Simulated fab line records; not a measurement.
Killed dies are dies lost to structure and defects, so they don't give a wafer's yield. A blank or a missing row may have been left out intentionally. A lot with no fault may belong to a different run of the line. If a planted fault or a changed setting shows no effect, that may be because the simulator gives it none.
A struck lot beside a sound one -- flow n5Finfet -- 16 out of 1938 route steps
Sound: these wafers, L900.1, L900.2, L900.3. Struck: wafer L911.4 (left out: L911.2, a lot-mate that was not struck); the cause follows at the end.
Order at every step that has rows: each side's tool, ch and its chambers, its first start. Under that, the readings that differ: sound wafers -- struck wafers -- difference of the means -- sigmas: that difference in standard deviations of wafers without a fault.
alike: same words and numbers on both sides, and readings whose means sit less than 2 such deviations apart. not compared: any withheld reading, any reading some wafer has no value for, any bound like >300 that may hide the same value, and any number with overlapping values for which the record gives no deviation.
A row with sigmas, a row that says differs or no value, or rows on one side alone: a step with any of these is where the two part. Numbers that have no deviation but don't overlap get no sigmas and don't part them. A reading that every wafer of one side lacks parts them only if that side has two wafers or more.

first, 8 steps without rows for these wafers: N5_SDB_COAT_03 (time 60 s, resist thk 100 nm); N5_SDB_COAT_04 (time 60 s, resist thk 18 nm); N5_SDB_COAT_05 (resist thk 90 nm); N5_SDB_EBR_07; N5_SDB_SOFTBAKE_06 (time 60 s); N5_SDB_EXPOSE_08 (exposes mask SDB); N5_SDB_PEB_09 (peb time 60 s); N5_SDB_DEVELOP_10 (develop time 30 s).
N5_SDB_CD_MEAS_11: the cd target is 50 nm.
  sound on cdSem-03 ch 0, day 4 09:59; struck on cdSem-02 ch 0, day 6 23:44
  alike: cdNm
N5_SDB_OVL_MEAS_12:
  sound on overlay-02 ch 0, day 4 10:01; struck on overlay-01 ch 0, day 6 23:46
  alike: SDB_OVL
N5_SDB_INSPECT_13: inspects for defects (brightfield).
  sound on defectInspect-02, day 4 10:02; struck on defectInspect-02, day 6 23:47
  alike: rawDefectCount
N5_SDB_DESCUM_16: chemistry O2, time 7.9 s.
  sound on rieDiel-01 ch 0,2,3, day 4 10:04; struck on rieDiel-02 ch 2, day 6 23:49
reading,sound,struck,difference,sigmas
drypumpMotorCurrentA (A),6.2 5.6 5.9,5.0,-0.9,-2
  alike: oesProductAu, rfVppV, showerheadPlenumPTorr, throttleValvePct
  not compared: rfHoursCounterH
N5_SDB_ETCH_17: etches SiARC in CF4, target depth 23.4 nm, time 39 s.
  sound on rieDiel-01 ch 0,2,3, day 4 10:07; struck on rieDiel-02 ch 2, day 6 23:51
reading,sound,struck,difference,sigmas
drypumpMotorCurrentA (A),6.2 5.6 5.9,5.0,-0.9,-2
etchRfOnTimeS (s),38.0 38.3 38.8,25.3,-13.1,-21
oesProductAu (a.u.),0.74 0.57 0.60,0.81,+0.17,+2
  alike: mfcArSccm, rfVppV, showerheadPlenumPTorr, throttleValvePct
  not compared: rfHoursCounterH
N5_SDB_ETCH_18: etches SOC in N2/H2, target depth 100 nm, overetch 20 nm, time 150 s.
  sound on rieDiel-01 ch 0,2,3, day 4 10:08; struck on rieDiel-02 ch 2, day 6 23:53
reading,sound,struck,difference,sigmas
drypumpMotorCurrentA (A),6.2 5.6 5.9,5.0,-0.9,-2
  alike: oesProductAu, rfVppV, showerheadPlenumPTorr, throttleValvePct
  not compared: rfHoursCounterH
-- the record jumps here: 4 days lie between the struck wafers' starts before and after (it left off in module SDB and takes up again in module BEOL_M4, whose first step shown is number 1111 of the route) --
N5_BEOL_M4_RC_MEAS_101:
  sound on prober-02 ch 0, day 8 11:58; struck on prober-01 ch 0, day 11 04:25
reading,sound,struck,difference,sigmas
DIBL_N (mV/V),35.0 35.9 37.1,32.8,-3.2,-2
IOFF_N (nA/um),0.154 0.160 0.195,0.117,-0.053,-2
ION_N (uA/um),675 688 693,658,-27,-3
ION_P (uA/um),463 469 474,452,-17,-3
  alike: DIBL_P, IOFF_P, SS_N, SS_P, VT_N, VT_P
-- a jump in the record: the struck wafers' starts before and after are 4 days apart (it breaks off in module BEOL_M4 and resumes in module PASSIVATION, where the first step shown is number 1936 of the route) --
N5_PASSIVATION_PROBE_49:
  sound on prober-01, day 12 19:56; struck on prober-02, day 15 09:27
  alike: defectLimitedYield, killed_at_M0_to_M3, killed_at_M4_up, killedAtContacts, killedAtFrontEnd, killedAtOther, killedDies, killedOpen, killedShort, sort_bin_5_function, sort_bin_6_memory, sortNPass, sortYieldPct

WHERE THEY PART
Last at N5_BEOL_M4_RC_MEAS_101 as far as this record goes, first at N5_SDB_DESCUM_16. Later steps at which nothing parts them and some readings are alike: N5_PASSIVATION_PROBE_49.

WHY: whatever the simulator had introduced
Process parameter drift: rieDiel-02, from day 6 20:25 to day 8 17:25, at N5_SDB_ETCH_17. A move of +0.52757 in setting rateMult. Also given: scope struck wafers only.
